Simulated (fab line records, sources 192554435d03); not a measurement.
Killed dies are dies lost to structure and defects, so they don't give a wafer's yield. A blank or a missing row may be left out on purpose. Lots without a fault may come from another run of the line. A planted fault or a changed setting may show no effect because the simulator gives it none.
Split-lot experiment | flow n5_finfet | 7 lots, 21 wafers read, on a route of 1938 steps

THE SPLIT
At N5_BEOL_M3_COAT_22 (resist thk 30 nm), the setting spin_rpm was moved away from the recipe's 1500 rpm on 4 of the 21 wafers read, by -8.7% to +5.8%. The other wafers ran this setting at the recipe's value.

FROM THE SPLIT TO THE READING: what the file shows between them, 4 steps
- N5_BEOL_M3_EBR_24
- N5_BEOL_M3_SOFTBAKE_23: time 60 s
- N5_BEOL_M3_EXPOSE_25: exposes mask V2, defocus 5 nm
- N5_BEOL_M3_PEB_26: peb time 60 s

THE READING
CAR-EUV_of_BEOL_M3_COAT_22.thk_nm (the simulator's own value, which no gauge read), in nm, at N5_BEOL_M3_DEVELOP_27 (develop time 30 s). The file gives no usual value for it. The 17 wafers here that ran the recipe average 29.5 nm, standard deviation 0.096 nm.

wafer  | tool, chamber at the split | spin_rpm as run, rpm | against the recipe | CAR-EUV_of_BEOL_M3_COAT_22.thk_nm, nm | against lot-mates on the recipe
L077.3 | litho_track-02, 0          | 1500                 | recipe             | 29.6                                  | -
L077.4 | litho_track-02, 0          | 1369                 | -8.7%              | 31                                    | +1.5
L077.5 | litho_track-02, 0          | 1500                 | recipe             | 29.4                                  | -
L079.1 | litho_track-03, 0          | 1587                 | +5.8%              | 28.6                                  | -1.0
L079.5 | litho_track-03, 0          | 1587                 | +5.8%              | 28.6                                  | -1.0
L079.3 | litho_track-03, 0          | 1500                 | recipe             | 29.6                                  | -
L080.2 | litho_track-02, 0          | 1500                 | recipe             | 29.6                                  | -
L080.6 | litho_track-02, 0          | 1500                 | recipe             | 29.6                                  | -
L080.5 | litho_track-02, 0          | 1580                 | +5.3%              | 28.8                                  | -0.8
L085.1 | litho_track-05, 0          | 1500                 | recipe             | 29.6                                  | -
L085.5 | litho_track-05, 0          | 1500                 | recipe             | 29.4                                  | -
L085.6 | litho_track-05, 0          | 1500                 | recipe             | 29.4                                  | -
L088.2 | litho_track-05, 0          | 1500                 | recipe             | 29.4                                  | -
L088.6 | litho_track-05, 0          | 1500                 | recipe             | 29.4                                  | -
L088.3 | litho_track-05, 0          | 1500                 | recipe             | 29.6                                  | -
L092.1 | litho_track-03, 0          | 1500                 | recipe             | 29.6                                  | -
L092.2 | litho_track-03, 0          | 1500                 | recipe             | 29.6                                  | -
L092.3 | litho_track-03, 0          | 1500                 | recipe             | 29.4                                  | -
L095.1 | litho_track-03, 0          | 1500                 | recipe             | 29.6                                  | -
L095.3 | litho_track-03, 0          | 1500                 | recipe             | 29.6                                  | -
L095.6 | litho_track-03, 0          | 1500                 | recipe             | 29.6                                  | -

THE FIT
A straight line over all 21 wafers: CAR-EUV_of_BEOL_M3_COAT_22.thk_nm changes by -0.16 nm for each +1% of spin_rpm; r = -0.98; the points scatter about the line by 0.096 nm.
The same after taking each lot's own level away (the mean of its wafers on the recipe; 21 wafers): -0.169 nm for each +1%; r = -0.99; scatter 0.077 nm.
On that fit, the largest move of spin_rpm shifts the reading by 1.5 nm.
The lots' own levels span 29.47 to 29.60 nm, that is 1.4 times the standard deviation above.
So the lot-to-lot level changes the slope little: the two slopes agree.
Check: with one of the wafers moved furthest among these (-8.7%) left out of the fit, the line predicts +1.45 nm for it against its lot-mates. It came out at +1.5 nm against them.

THE WHOLE CHAIN: every reading that the file lists as answering this split, in the file's order
step                  | what it does      | reading                                                                            | change (the file's fit)               | r (the file's)
N5_BEOL_M3_COAT_22    | resist thk 30 nm  | CAR-EUV_of_BEOL_M3_COAT_22.thk_nm (the simulator's own value, which no gauge read) | -0.149 nm for each +1% of the setting | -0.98
N5_BEOL_M3_DEVELOP_27 | develop time 30 s | CAR-EUV_of_BEOL_M3_COAT_22.thk_nm (the simulator's own value, which no gauge read) | -0.167 nm for each +1% of the setting | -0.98

THE FILE'S OWN FIT
CAR-EUV_of_BEOL_M3_COAT_22.thk_nm changes by -0.167 nm for each +1% of spin_rpm, r = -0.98.
